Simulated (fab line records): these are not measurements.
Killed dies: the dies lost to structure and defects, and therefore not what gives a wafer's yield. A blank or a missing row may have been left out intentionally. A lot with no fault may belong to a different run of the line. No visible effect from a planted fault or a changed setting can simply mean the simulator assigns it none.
fab line records	flow n5-finfet
record: lots: 9	wafers: 27	last-day: 17
route steps=1938 shown STI_FIN_REVEAL@188 DUMMY_GATE@222 BEOL_M4@1111 PASSIVATION@1936
lots with no fault: from the same line, run without faults
start-h: the number of hours between the record's first day and the start of the first shown wafer of the lot	wait-h: how many hours have passed since the lot's step before this one	" unchanged from the row above	L1.1+2: a row that stands for several wafers	- no value, or no start was given	* or withheld: withheld	< > ~ a bound
route shown NAME@n: NAME is a module with steps in the file, n the number in the route of the first one	usual: the fault-free wafers' mean and standard deviation	same: alike in all rows	chamber/n: place in a boat	sites: each site's reading	_std_site: how widely they spread, as a standard deviation	_edge_site: outer sites' mean less inner sites'	radius-mm: how far each site lies from the wafer's centre	mask NAME#n: copy n	behind: the last tool/chamber to shape the wafer	hold: why the lot went on hold/how many hours it stayed there/how the hold came to an end	device: the transistor (n, p or np) that didn't switch	end of line: at the end of the route, the tests of the same wafers	a step with no rows: only its recipe	killed: at the first sort, the dies lost to defects and structure; wafer yield is something else	map: the dies of a wafer, with x for killed, . for not killed, _ for no die there
set.NAME: the setting as run; set.NAME@STEP: as run at that earlier step	model.NAME: the simulator's own value behind a step, which no gauge read
the route's steps for a sample of lots (tables are steps, rows are wafers)
services: a tool's chamber out of use, with start hour (start-h, from the record's first day; less than 0 if before it), hours out, and reason
== steps ==
step: N5_STI_FIN_REVEAL_THK_MEAS_05
usual: thk-nm: 131.8/1.7
lot.wafer	tool	chamber	start-h	wait-h	thk-nm
L804.2	film-metro-02	-	33.67	-	130.3
L804.4	"	-	"	"	132.5
L804.5	"	-	"	"	130.5
L805.1	film-metro-02	-	38.97	-	130.9
L805.2	"	-	"	"	131.8
L805.5	"	-	"	"	133.4
L809.2	film-metro-02	-	65.10	-	131.2
L809.3	"	-	"	"	133.2
L809.6	"	-	"	"	128.8
L813.2	film-metro-01	-	87.30	-	134.9
L813.5	"	-	"	"	130.4
L813.6	"	-	"	"	136.1
L814.2	film-metro-02	-	94.21	-	131.7
L814.3	"	-	"	"	130.4
L814.4	"	-	"	"	131.4
L815.1	film-metro-02	-	102.77	-	133.5
L815.4	"	-	"	"	135.5
L815.5	"	-	"	"	130.6
L820.1	film-metro-01	-	130.45	-	133.2
L820.3	"	-	"	"	135.5
L820.5	"	-	"	"	134.8
L825.1	film-metro-02	-	160.77	-	131.2
L825.2	"	-	"	"	131.9
L825.5	"	-	"	"	131.3
L826.2	film-metro-01	-	165.53	-	128.1
L826.4	"	-	"	"	131.7
L826.6	"	-	"	"	132.4
step: N5_STI_FIN_REVEAL_ETCHBACK_08
recipe: chemistry: C4F6/O2	target: SiO2	target-depth-a: 305	time-s: 10.167	ion-energy-ev: 250	pressure-mtorr: 30	source-w: 345	bias-w: 185	Ar_flow_sccm: 300	C4F6_flow_sccm: 10	O2_flow_sccm: 10
usual: C4F6_flow_sccm: 9.997/0.03	O2_flow_sccm: 10.00/0.03	bias-w: 184.9/0.61	drypump-motor-current-A: 5.6/0.37	oes-product-au: 0.79/0.094	rf-vpp-V: 685/27	showerhead-plenum-p-Torr: 2.86/0.095	throttle-valve-pct: 21.20/0.2
lot.wafer	tool	chamber	start-h	wait-h	C4F6_flow_sccm	O2_flow_sccm	bias-w	drypump-motor-current-A	oes-product-au	rf-hours-counter-h	rf-vpp-V	showerhead-plenum-p-Torr	throttle-valve-pct
L804.2	rie-diel-01	2	34.04	0.3	9.953	10.01	185.9	5.4	0.95	16	702	2.91	21.03
L804.4	"	1	"	"	10.003	9.97	185.1	5.2	0.80	99	657	2.86	21.15
L804.5	"	0	"	"	9.951	9.95	185.9	6.0	0.69	-	719	2.80	21.32
L805.1	rie-diel-01	3	39.57	0.5	9.934	10.02	184.9	5.9	0.75	153	714	2.96	21.18
L805.2	"	2	"	"	9.985	9.96	184.5	5.4	0.95	18	702	2.91	21.04
L805.5	"	2	"	"	10.005	9.98	184.6	5.4	0.94	-	702	2.91	21.03
L809.2	rie-diel-01	2	65.34	0.2	9.978	9.98	184.8	5.4	0.91	27	702	2.90	21.03
L809.3	"	3	"	"	10.064	10.03	183.2	5.9	0.74	163	715	2.95	21.21
L809.6	"	2	"	"	9.916	9.96	185.0	5.4	0.93	-	704	2.91	21.06
L813.2	rie-diel-04	1	87.65	0.2	10.028	9.97	185.1	5.6	0.70	205	656	2.73	21.33
L813.5	"	2	"	"	10.041	10.03	183.9	5.7	0.72	-	707	2.96	21.60
L813.6	"	1	"	"	10.031	9.97	185.5	5.6	0.70	-	654	2.73	21.33
L814.2	rie-diel-04	2	94.51	0.2	10.026	10.02	185.0	5.7	0.72	204	705	2.96	21.62
L814.3	"	1	"	"	9.988	10.05	184.6	5.6	0.70	208	655	2.73	21.32
L814.4	"	3	"	"	10.034	10.00	184.8	5.1	0.70	229	654	2.92	21.07
L815.1	rie-diel-05	3	103.30	0.4	10.018	9.96	185.8	5.0	0.73	195	652	2.91	21.06
L815.4	"	2	"	"	10.034	10.02	184.8	5.7	0.80	119	655	2.64	21.55
L815.5	"	2	"	"	10.041	10.00	184.2	5.7	0.81	-	654	2.64	21.54
L820.1	rie-diel-01	1	130.95	0.2	10.004	9.96	185.5	5.2	0.76	133	655	2.84	21.20
L820.3	"	0	"	"	10.013	9.98	184.2	6.0	0.95	20	719	2.79	20.89
L820.5	"	1	"	"	9.966	9.95	185.9	5.2	0.76	-	656	2.84	21.18
L825.1	rie-diel-04	2	161.22	0.2	10.037	10.00	184.9	5.7	0.70	228	705	2.95	21.63
L825.2	"	0	"	"	10.014	10.00	184.9	6.1	0.97	0	685	2.95	21.08
L825.5	"	2	"	"	9.963	9.98	183.6	5.7	0.69	-	705	2.95	21.64
L826.2	rie-diel-04	2	165.77	0.2	9.951	10.04	184.9	5.7	0.70	230	705	2.95	21.64
L826.4	"	1	"	"	9.953	9.99	185.3	5.6	0.68	-	656	2.72	21.38
L826.6	"	2	"	"	9.994	10.05	184.8	5.7	0.69	-	706	2.95	21.64
step: N5_DUMMY_GATE_COAT_34
recipe: resist: SOC	temp-c: 250	time-s: 60	spin-rpm: 1500	resist-thk-nm: 60
usual: heater-power-total-W: 500.3/1.8	spin-speed-rpm: 1499.8/1.1
lot.wafer	tool	chamber	start-h	wait-h	heater-power-total-W	spin-speed-rpm
L804.2	litho-track-03	0	47.34	0.1	502.8	1501.2
L804.4	"	0	"	"	498.0	1498.1
L804.5	"	0	"	"	500.9	1499.9
L805.1	litho-track-05	0	50.87	0.0	498.2	1499.9
L805.2	"	0	"	"	502.2	1499.2
L805.5	"	0	"	"	501.2	1500.8
L809.2	litho-track-05	0	78.54	0.0	503.3	1500.8
L809.3	"	0	"	"	501.9	1500.5
L809.6	"	0	"	"	499.0	1500.0
L813.2	litho-track-03	0	99.65	0.1	500.8	1499.9
L813.5	"	0	"	"	503.3	1501.0
L813.6	"	0	"	"	499.6	1500.4
L814.2	litho-track-05	0	105.77	0.0	497.7	1197.1
L814.3	"	0	"	"	499.5	1195.9
L814.4	"	0	"	"	502.3	1196.8
L815.1	litho-track-05	0	115.06	0.0	503.3	1197.5
L815.4	"	0	"	"	498.0	1197.0
L815.5	"	0	"	"	500.0	1197.2
L820.1	litho-track-03	0	151.79	0.0	499.2	1500.6
L820.3	"	0	"	"	501.3	1500.1
L820.5	"	0	"	"	500.8	1499.4
L825.1	litho-track-01	0	172.54	0.0	497.8	1499.3
L825.2	"	0	"	"	497.9	1499.7
L825.5	"	0	"	"	502.2	1498.9
L826.2	litho-track-01	0	179.45	0.0	500.3	1498.8
L826.4	"	0	"	"	499.9	1498.5
L826.6	"	0	"	"	503.2	1499.4
step: N5_DUMMY_GATE_DESCUM_20
recipe: chemistry: O2	time-s: 6.2	source-power-w: 50	bias-power-w: 20	pressure-mtorr: 20	rf-frequency-hz: 2.712e+07	temp-c: 40	resist: CAR-EUV	o2-flow-sccm: 225
usual: drypump-motor-current-A: 5.9/0.45	oes-product-au: 0.80/0.1	rf-vpp-V: 243.5/1.3	showerhead-plenum-p-Torr: 2.11/0.068	throttle-valve-pct: 20.44/0.25
lot.wafer	tool	chamber	start-h	wait-h	drypump-motor-current-A	oes-product-au	rf-hours-counter-h	rf-vpp-V	showerhead-plenum-p-Torr	throttle-valve-pct
L804.2	rie-diel-02	3	47.91	0.2	5.3	0.94	8	241.7	2.05	20.12
L804.4	"	0	"	"	6.3	0.72	-	245.1	2.18	20.17
L804.5	"	3	"	"	5.3	0.94	-	241.9	2.05	20.12
L805.1	rie-diel-03	3	51.27	0.0	5.7	0.71	175	243.4	2.18	20.60
L805.2	"	0	"	"	6.2	0.71	217	243.2	2.06	20.29
L805.5	"	1	"	"	5.7	0.79	-	243.4	2.00	20.61
L809.2	rie-diel-03	1	79.07	0.0	5.7	0.78	141	242.8	2.00	20.60
L809.3	"	0	"	"	6.2	0.70	225	241.6	2.06	20.33
L809.6	"	0	"	"	6.2	0.71	-	242.9	2.06	20.31
L813.2	rie-diel-06	2	100.04	0.0	5.4	0.77	136	243.9	2.10	20.68
L813.5	"	1	"	"	5.5	0.70	-	242.1	2.06	20.49
L813.6	"	0	"	"	6.0	0.87	-	244.4	2.15	20.67
L814.2	rie-diel-06	2	106.29	0.0	5.3	0.76	137	243.9	2.10	20.69
L814.3	"	3	"	"	5.4	0.95	12	247.1	2.24	20.21
L814.4	"	0	"	"	6.1	0.86	55	243.5	2.15	20.68
L815.1	rie-diel-03	1	115.58	0.0	5.7	0.77	152	242.0	2.00	20.64
L815.4	"	2	"	"	6.6	0.68	244	242.4	2.16	20.71
L815.5	"	1	"	"	5.7	0.77	-	241.4	2.00	20.63
L820.1	rie-diel-03	3	152.32	0.2	5.7	0.70	205	242.7	2.17	20.63
L820.3	"	0	"	"	6.2	0.69	249	242.7	2.05	20.35
L820.5	"	0	"	"	6.2	0.68	-	243.4	2.05	20.36
L825.1	rie-diel-02	1	173.27	0.3	6.7	0.80	89	244.2	2.12	20.22
L825.2	"	0	"	"	6.3	0.70	208	243.4	2.16	20.21
L825.5	"	0	"	"	6.3	0.70	-	244.5	2.16	20.21
L826.2	rie-diel-03	3	180.00	0.1	5.7	0.69	216	245.0	2.16	20.65
L826.4	"	0	"	"	6.2	1.00	2	242.2	2.05	19.87
L826.6	"	3	"	"	5.7	0.68	-	243.0	2.16	20.64
step: N5_BEOL_M4_RC_MEAS_101
usual: DIBL_N: 36.1/2	DIBL_P: 36.3/2.4	IOFF_N: 0.15/0.035	IOFF_P: 0.21/0.039	ION_N: 672/15	ION_P: 463/9.7	SS_N: 71.5/0.7	SS_P: 73.2/0.75	VT_N: 251/3.6	VT_P: -250/3.8
lot.wafer	tool	chamber	start-h	wait-h	DIBL_N[mV/V]	DIBL_P[mV/V]	IOFF_N[nA/um]	IOFF_P[nA/um]	ION_N[uA/um]	ION_P[uA/um]	SS_N[mV/dec]	SS_P[mV/dec]	VT_N[mV]	VT_P[mV]
L805.1	prober-02	0	174.00	0.0	39.4	40.9	0.23	0.26	693	469	72.7	73.6	245	-249
L805.2	"	0	"	"	36.0	36.5	0.15	0.19	689	470	71.2	72.8	248	-252
L805.5	"	0	"	"	39.1	40.4	0.22	0.26	707	475	72.4	74.9	247	-249
L804.2	prober-01	0	174.42	0.2	33.8	33.2	0.12	0.18	676	466	70.3	72.8	255	-252
L804.4	"	0	"	"	35.8	36.5	0.14	0.22	670	468	71.2	73.4	252	-247
L804.5	"	0	"	"	36.9	37.2	0.15	0.24	669	466	71.5	73.8	253	-248
L809.2	prober-02	0	195.51	0.2	37.0	38.5	0.18	0.27	695	480	71.8	74.5	247	-246
L809.3	"	0	"	"	34.6	35.6	0.13	0.20	671	468	71.5	73.2	254	-248
L809.6	"	0	"	"	35.8	36.7	0.16	0.23	691	478	70.7	74.0	248	-247
L814.2	prober-01	0	221.44	0.2	34.6	34.5	0.12	0.15	653	442	72.0	72.8	256	-254
L814.3	"	0	"	"	36.7	38.1	0.17	0.21	671	457	72.0	73.1	248	-253
L814.4	"	0	"	"	38.2	38.4	0.17	0.20	670	453	71.8	73.3	253	-254
L813.2	prober-02	0	221.96	0.2	37.6	37.2	0.17	0.27	667	466	71.8	73.5	250	-244
L813.5	"	0	"	"	37.2	36.4	0.16	0.26	665	467	72.3	73.6	250	-245
L813.6	"	0	"	"	32.9	31.1	0.10	0.18	644	460	70.6	71.3	257	-247
L815.1	prober-02	0	239.84	0.0	37.0	37.7	0.18	0.24	682	470	72.2	73.9	246	-246
L815.4	"	0	"	"	35.4	35.9	0.15	0.23	683	471	72.4	73.6	248	-249
L815.5	"	0	"	"	38.6	39.9	0.22	0.30	697	473	72.5	74.0	246	-245
L820.1	prober-02	0	276.00	0.0	33.3	33.1	0.13	0.18	667	452	70.4	72.3	250	-254
L820.3	"	0	"	"	38.0	38.7	0.20	0.27	680	462	72.8	73.7	247	-248
L820.5	"	0	"	"	34.9	33.5	0.13	0.17	664	451	72.6	73.3	253	-250
L825.1	prober-01	0	306.77	0.0	37.0	37.2	0.18	0.24	672	458	72.1	73.5	248	-250
L825.2	"	0	"	"	32.3	31.4	0.10	0.15	652	457	70.9	71.8	258	-254
L825.5	"	0	"	"	34.5	34.8	0.14	0.21	665	458	71.1	72.5	252	-249
L826.2	prober-01	0	311.10	0.2	36.3	35.1	0.13	0.21	647	451	71.1	72.2	254	-247
L826.4	"	0	"	"	39.6	39.1	0.19	0.27	680	464	72.3	73.1	246	-248
L826.6	"	0	"	"	36.0	34.1	0.12	0.19	656	458	71.3	72.6	256	-253
step: N5_PASSIVATION_PROBE_49
usual: defect-limited-yield: 91.1/1.6	killed_at_M0_to_M3: 35/11	killed_at_M4_up: 13/5.4	killed-at-contacts: 13/6.5	killed-at-front-end: 40/14	killed-at-other: 4/3.1	killed-dies: 105/18	killed-on-rim: 14/4.1	killed-open: 69/14	killed-short: 34/7.3	sort_bin_5_function: 5.2/0.96	sort_bin_6_memory: 3.4/0.77	sort_bin_8_speed: 0.02/0.13	sort-n-pass: 1075/19	sort-yield-pct: 91.1/1.6
same: gross-dies: 1180	killed-at-back-side: 0	sort_bin_4_leakage[%]: 0
lot.wafer	tool	chamber	start-h	wait-h	defect-limited-yield[%]	killed_at_M0_to_M3	killed_at_M4_up	killed-at-contacts	killed-at-front-end	killed-at-other	killed-dies	killed-on-rim	killed-open	killed-short	sort_bin_5_function[%]	sort_bin_6_memory[%]	sort_bin_8_speed[%]	sort-n-pass	sort-yield-pct[%]
L805.1	prober-02	-	285.32	0.1	90.0	53	21	13	28	3	118	12	87	30	5.4	4.4	0	1062	90.0
L805.2	prober-02	-	285.37	0.2	90.4	43	16	7	43	4	113	18	70	41	5.5	3.9	0	1067	90.4
L805.5	prober-02	-	285.52	0.3	90.8	57	5	8	36	3	109	17	72	35	5.1	3.8	0	1071	90.8
L804.2	prober-01	-	289.68	0.1	90.3	58	13	9	32	3	115	25	66	45	5.3	4.0	0	1065	90.3
L804.4	prober-01	-	289.78	0.2	91.7	35	16	7	32	8	98	14	60	37	5.3	2.9	0	1082	91.7
L804.5	prober-01	-	289.83	0.2	92.1	20	11	11	46	5	93	15	57	29	4.7	2.6	0	1087	92.1
L809.2	prober-02	-	308.50	0.1	90.8	30	13	24	38	3	108	18	73	34	4.2	4.4	0	1072	90.8
L809.3	prober-02	-	308.55	0.1	91.4	35	18	13	33	2	101	16	68	32	5.2	3.2	0	1079	91.4
L809.6	prober-02	-	308.70	0.3	92.5	34	11	8	32	3	88	11	57	31	4.8	2.4	0	1092	92.5
L813.2	prober-02	-	327.65	0.1	93.4	19	14	9	34	2	78	12	52	26	4.2	2.1	0	1102	93.4
L813.5	prober-02	-	327.80	0.2	92.6	24	9	8	42	4	87	10	50	37	4.7	2.4	0	1093	92.6
L813.6	prober-02	-	327.85	0.3	92.5	26	7	23	31	1	88	11	59	29	4.7	2.5	0	1092	92.5
L814.2	prober-01	-	328.54	0.1	89.6	51	16	12	39	5	123	16	79	41	6.4	4.0	0	1057	89.6
L814.3	prober-01	-	328.59	0.1	88.4	45	25	14	39	14	137	16	86	48	5.5	5.3	0	1043	88.4
L814.4	prober-01	-	328.64	0.2	90.3	25	27	21	39	3	115	21	78	36	5.6	3.6	0	1065	90.3
L815.1	prober-01	-	349.13	0.0	87.5	25	13	17	91	2	148	19	100	44	7.0	4.8	0	1032	87.5
L815.4	prober-01	-	349.28	0.2	90.2	38	5	9	57	7	116	19	68	37	5.0	3.4	0.08	1064	90.2
L815.5	prober-01	-	349.33	0.2	91.6	39	5	7	42	6	99	10	70	27	5.0	3.1	0	1081	91.6
L820.1	prober-01	-	374.06	0.0	92.6	25	22	10	26	4	87	12	62	20	4.7	2.2	0	1093	92.6
L820.3	prober-01	-	374.16	0.1	92.8	26	15	9	28	7	85	11	56	25	4.0	3.1	0	1095	92.8
L820.5	prober-01	-	374.26	0.2	92.1	23	18	6	44	2	93	17	58	30	4.5	2.8	0	1087	92.1
L826.2	prober-01	-	413.74	0.1	89.6	47	11	11	48	6	123	16	89	30	6.7	3.7	0	1057	89.6
L826.4	prober-01	-	413.84	0.2	90.4	35	12	8	53	5	113	10	71	39	5.6	3.4	0	1067	90.4
L826.6	prober-01	-	413.94	0.3	90.1	36	14	18	46	3	117	16	72	42	5.8	3.5	0	1063	90.1
L825.1	prober-01	-	415.66	0.0	91.1	29	14	19	39	4	105	17	66	36	4.8	3.6	0	1075	91.1
L825.2	prober-01	-	415.71	0.1	92.4	35	9	5	39	2	90	9	64	26	4.5	3.0	0	1090	92.4
L825.5	prober-01	-	415.86	0.2	92.6	27	8	14	29	9	87	12	55	32	4.2	3.1	0	1093	92.6
killed by level:class
L805.1 BEOL_M0_SAQP:geometric-particle:open=16 BEOL_M1:geometric-particle:open=14 MOL_CONTACT_COAG:geometric-particle:open=11 BEOL_M4:geometric-particle:open=11 BEOL_M3:geometric-particle:open=6 STI_FIN_REVEAL:geometric-particle:open=5 BEOL_M1:geometric-particle:short=5 BEOL_M0_SAQP:geometric-particle:short=4
L805.2 BEOL_M1:geometric-particle:open=9 BEOL_M0_SAQP:geometric-particle:short=8 MOL_CONTACT_COAG:geometric-particle:open=7 STI_FIN_REVEAL:geometric-particle:open=6 BEOL_M1:geometric-particle:short=6 DUMMY_GATE:geometric-particle:open=5 GATE_CUT:geometric-particle:open=5 GATE_CUT:geometric-particle:short=5
L805.5 BEOL_M0_SAQP:geometric-particle:open=21 BEOL_M0_SAQP:geometric-particle:short=17 BEOL_M2:geometric-particle:open=7 MOL_CONTACT_COAG:geometric-particle:open=6 BEOL_M1:geometric-particle:open=6 STI_FIN_REVEAL:geometric-particle:open=5 GATE_CUT:geometric-particle:open=5 GATE_CUT:geometric-particle:short=5
L804.2 BEOL_M0_SAQP:geometric-particle:open=21 BEOL_M0_SAQP:geometric-particle:short=21 STI_FIN_REVEAL:geometric-particle:open=12 MOL_CONTACT_COAG:geometric-particle:open=6 BEOL_M5:geometric-particle:open=6 GATE_CUT:geometric-particle:short=4 BEOL_M2:geometric-particle:open=4 FIN_SAQP:geometric-particle:short=3
L804.4 BEOL_M0_SAQP:geometric-particle:short=9 MOL_CONTACT_COAG:geometric-particle:open=7 BEOL_M0_SAQP:geometric-particle:open=6 FIN_SAQP:geometric-particle:open=5 FIN_SAQP:geometric-particle:short=5 DUMMY_GATE:geometric-particle:open=5 BEOL_M1:geometric-particle:open=5 BEOL_M3:geometric-particle:open=5
L804.5 STI_FIN_REVEAL:geometric-particle:open=8 MOL_CONTACT_COAG:geometric-particle:open=8 FIN_SAQP:geometric-particle:open=7 BEOL_M4:geometric-particle:open=7 BEOL_M0_SAQP:geometric-particle:open=6 GATE_CUT:geometric-particle:short=5 ILD0:geometric-particle:short=4 BEOL_M3:geometric-particle:open=4
L809.2 MOL_CONTACT_COAG:geometric-particle:open=20 FIN_SAQP:geometric-particle:open=14 FIN_SAQP:geometric-particle:short=11 BEOL_M1:geometric-particle:open=11 BEOL_M1:geometric-particle:short=7 BEOL_M4:geometric-particle:open=6 BEOL_M3:geometric-particle:open=5 MOL_CONTACT_COAG:geometric-particle:short=4
L809.3 BEOL_M1:geometric-particle:open=14 BEOL_M4:geometric-particle:open=11 MOL_CONTACT_COAG:geometric-particle:open=10 STI_FIN_REVEAL:geometric-particle:open=8 FIN_SAQP:geometric-particle:open=7 BEOL_M2:geometric-particle:open=6 BEOL_M1:geometric-particle:short=6 FIN_SAQP:geometric-particle:short=5
L809.6 BEOL_M1:geometric-particle:open=11 FIN_SAQP:geometric-particle:open=8 DUMMY_GATE:geometric-particle:open=6 MOL_CONTACT_COAG:geometric-particle:open=6 BEOL_M0_SAQP:geometric-particle:open=5 BEOL_M1:geometric-particle:short=5 STARTING-WAFER:geometric-particle:open=5 BEOL_M0:geometric-particle:open=4
L813.2 MOL_CONTACT_COAG:geometric-particle:open=7 FIN_SAQP:geometric-particle:short=5 STI_FIN_REVEAL:geometric-particle:open=5 DUMMY_GATE:geometric-particle:open=5 BEOL_M2:geometric-particle:open=4 FIN_SAQP:geometric-particle:open=3 GATE_CUT:geometric-particle:short=3 GATE_CUT:geometric-particle:open=3
L813.5 BEOL_M0_SAQP:geometric-particle:short=9 FIN_SAQP:geometric-particle:short=8 GATE_CUT:geometric-particle:short=7 FIN_SAQP:geometric-particle:open=6 STI_FIN_REVEAL:geometric-particle:open=6 MOL_CONTACT_COAG:geometric-particle:open=6 BEOL_M4:geometric-particle:open=6 BEOL_M3:geometric-particle:open=5
L813.6 MOL_CONTACT_COAG:geometric-particle:open=18 STI_FIN_REVEAL:geometric-particle:open=13 BEOL_M1:geometric-particle:open=6 MOL_CONTACT_COAG:geometric-particle:short=5 FIN_SAQP:geometric-particle:short=4 STI_FIN_REVEAL:geometric-particle:short=4 BEOL_M0_SAQP:geometric-particle:short=4 BEOL_M2:geometric-particle:open=4
L814.2 BEOL_M3:geometric-particle:open=15 BEOL_M0_SAQP:geometric-particle:open=13 MOL_CONTACT_COAG:geometric-particle:open=10 BEOL_M4:geometric-particle:open=9 BEOL_M0_SAQP:geometric-particle:short=8 GATE_CUT:geometric-particle:short=7 FIN_SAQP:geometric-particle:open=5 FIN_SAQP:geometric-particle:short=5
L814.3 BEOL_M4:geometric-particle:open=15 MOL_CONTACT_COAG:geometric-particle:open=12 FIN_SAQP:geometric-particle:open=11 BEOL_M0_SAQP:geometric-particle:short=9 BEOL_M2:geometric-particle:open=9 BEOL_M3:geometric-particle:open=9 GATE_CUT:geometric-particle:short=7 BEOL_M0_SAQP:geometric-particle:open=7
L814.4 BEOL_M4:geometric-particle:open=17 MOL_CONTACT_COAG:geometric-particle:open=15 BEOL_M3:geometric-particle:open=10 FIN_SAQP:geometric-particle:open=9 MOL_CONTACT_COAG:geometric-particle:short=6 BEOL_M4:geometric-particle:short=6 STI_FIN_REVEAL:geometric-particle:open=5 ILD0:geometric-particle:short=5
L815.1 FIN_SAQP:geometric-particle:open=28 STI_FIN_REVEAL:geometric-particle:open=19 FIN_SAQP:geometric-particle:short=11 DUMMY_GATE:geometric-particle:open=11 MOL_CONTACT_COAG:geometric-particle:open=11 BEOL_M0_SAQP:geometric-particle:open=7 MOL_CONTACT_COAG:geometric-particle:short=6 BEOL_M0_SAQP:geometric-particle:short=6
L815.4 FIN_SAQP:geometric-particle:open=14 BEOL_M2:geometric-particle:open=14 STI_FIN_REVEAL:geometric-particle:open=10 HKMG_FIN:area-etch=10 FIN_SAQP:geometric-particle:short=8 BEOL_M0_SAQP:geometric-particle:short=8 MOL_CONTACT_COAG:geometric-particle:open=6 BEOL_M3:geometric-particle:open=5
L815.5 STI_FIN_REVEAL:geometric-particle:open=10 BEOL_M0_SAQP:geometric-particle:open=9 FIN_SAQP:geometric-particle:open=8 BEOL_M3:geometric-particle:open=8 FIN_SAQP:geometric-particle:short=6 MOL_CONTACT_COAG:geometric-particle:open=6 DUMMY_GATE:geometric-particle:open=5 BEOL_M0_SAQP:geometric-particle:short=5
L820.1 BEOL_M4:geometric-particle:open=15 MOL_CONTACT_COAG:geometric-particle:open=9 BEOL_M1:geometric-particle:open=6 FIN_SAQP:geometric-particle:open=4 STI_FIN_REVEAL:geometric-particle:open=4 BEOL_M0_SAQP:geometric-particle:short=4 BEOL_M3:geometric-particle:open=4 BEOL_M2:geometric-particle:open=4
L820.3 BEOL_M4:geometric-particle:open=9 MOL_CONTACT_COAG:geometric-particle:open=7 DUMMY_GATE:geometric-particle:open=6 BEOL_M0_SAQP:geometric-particle:open=6 BEOL_M2:geometric-particle:open=6 FIN_SAQP:geometric-particle:open=5 BEOL_M1:geometric-particle:open=5 PASS1_CAP:geometric-particle:open=4
L820.5 STI_FIN_REVEAL:geometric-particle:open=9 FIN_SAQP:geometric-particle:short=8 BEOL_M4:geometric-particle:short=7 MOL_CONTACT_COAG:geometric-particle:open=6 BEOL_M0_SAQP:geometric-particle:open=6 BEOL_M1:geometric-particle:open=6 DUMMY_GATE:geometric-particle:open=5 BEOL_M0_SAQP:geometric-particle:short=5
L826.2 STI_FIN_REVEAL:geometric-particle:open=19 BEOL_M2:geometric-particle:open=19 MOL_CONTACT_COAG:geometric-particle:open=9 DUMMY_GATE:geometric-particle:open=8 BEOL_M0_SAQP:geometric-particle:open=7 BEOL_M3:geometric-particle:open=6 FIN_SAQP:geometric-particle:short=5 BEOL_M0_SAQP:geometric-particle:short=5
L826.4 STI_FIN_REVEAL:geometric-particle:open=13 FIN_SAQP:geometric-particle:short=11 BEOL_M0_SAQP:geometric-particle:open=9 DUMMY_GATE:geometric-particle:open=8 FIN_SAQP:geometric-particle:open=7 MOL_CONTACT_COAG:geometric-particle:open=7 BEOL_M0_SAQP:geometric-particle:short=6 BEOL_M3:geometric-particle:short=5
L826.6 STI_FIN_REVEAL:geometric-particle:open=15 MOL_CONTACT_COAG:geometric-particle:open=14 BEOL_M0_SAQP:geometric-particle:short=8 BEOL_M0_SAQP:geometric-particle:open=6 BEOL_M3:geometric-particle:short=6 DUMMY_GATE:geometric-particle:open=5 FIN_SAQP:geometric-particle:short=4 GATE_CUT:geometric-particle:open=4
L825.1 MOL_CONTACT_COAG:geometric-particle:open=16 FIN_SAQP:geometric-particle:open=8 STI_FIN_REVEAL:geometric-particle:open=8 BEOL_M0_SAQP:geometric-particle:short=8 GATE_CUT:geometric-particle:short=6 BEOL_M0_SAQP:geometric-particle:open=6 BEOL_M3:geometric-particle:open=5 BEOL_M4:geometric-particle:short=5
L825.2 BEOL_M0_SAQP:geometric-particle:open=9 BEOL_M3:geometric-particle:open=9 FIN_SAQP:geometric-particle:open=7 DUMMY_GATE:geometric-particle:open=7 BEOL_M0_SAQP:geometric-particle:short=7 BEOL_M2:geometric-particle:open=6 MOL_CONTACT_COAG:geometric-particle:open=5 DUMMY_GATE:geometric-particle:short=4
L825.5 MOL_CONTACT_COAG:geometric-particle:open=10 BEOL_M0_SAQP:geometric-particle:short=7 GATE_CUT:geometric-particle:short=6 BEOL_M0_SAQP:geometric-particle:open=6 STI_FIN_REVEAL:geometric-particle:open=5 BEOL_M3:geometric-particle:open=5 BEOL_M4:geometric-particle:open=5 PAD_METAL:geometric-particle:open=5
== services ==
tool	chamber	start-h	hours	kind
rie-diel-06	-	14.93	7.7	repair
rie-diel-06	1	37.09	11.4	repair
rie-diel-03	1	38.14	5.2	repair
rie-diel-06	-	39.86	0.6	repair
rie-diel-04	1	40.26	9.4	repair
rie-diel-03	-	41.84	0.5	repair
rie-diel-01	-	42.74	2.8	pm
rie-diel-02	2	45.01	8.6	repair
rie-diel-01	0	53.24	-	clean
rie-diel-01	0	53.24	-	consumable-replace:focus-ring
rie-diel-06	1	63.75	8.0	repair
rie-diel-04	-	64.98	1.1	repair
rie-diel-01	1	81.27	3.3	repair
rie-diel-03	3	88.50	7.6	repair
rie-diel-03	2	135.89	-	clean
rie-diel-03	2	135.89	-	consumable-replace:focus-ring
rie-diel-03	2	135.89	17.7	scheduled-down
rie-diel-03	2	135.89	17.7	vent-cycle
rie-diel-02	-	142.37	0.3	repair
rie-diel-05	0	148.21	4.6	repair
rie-diel-03	0	154.19	-	clean
rie-diel-03	0	154.19	-	consumable-replace:focus-ring
rie-diel-03	0	154.19	17.6	scheduled-down
rie-diel-03	0	154.19	17.6	vent-cycle
== key ==
first-sign: step: N5_DUMMY_GATE_COAT_34	reading: spin-speed-rpm	direction: down	sigmas: 99+	usual: *	struck: *
effect none on later readings
met-at N5_DUMMY_GATE_COAT_34
struck-lots L814,L815
baseline-loss: step: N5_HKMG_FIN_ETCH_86	wafers: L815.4
not-acting-at N5_STI_FIN_REVEAL_THK_MEAS_05,N5_STI_FIN_REVEAL_ETCHBACK_08,N5_DUMMY_GATE_DESCUM_20
onset-between 78.54 105.77
fault: kind: process-parameter-drift	tool: litho-track-05	chamber: -	onset-h: 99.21	steps: N5_DUMMY_GATE_COAT_34	channel: spin-rpm	offset: *	shape: step	end-h: 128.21	acts-in: *	stated: *
baseline-loss: these wafers lose ten dies or more at that step, a loss of the line's own and not of a fault; the sort's usual values leave them out
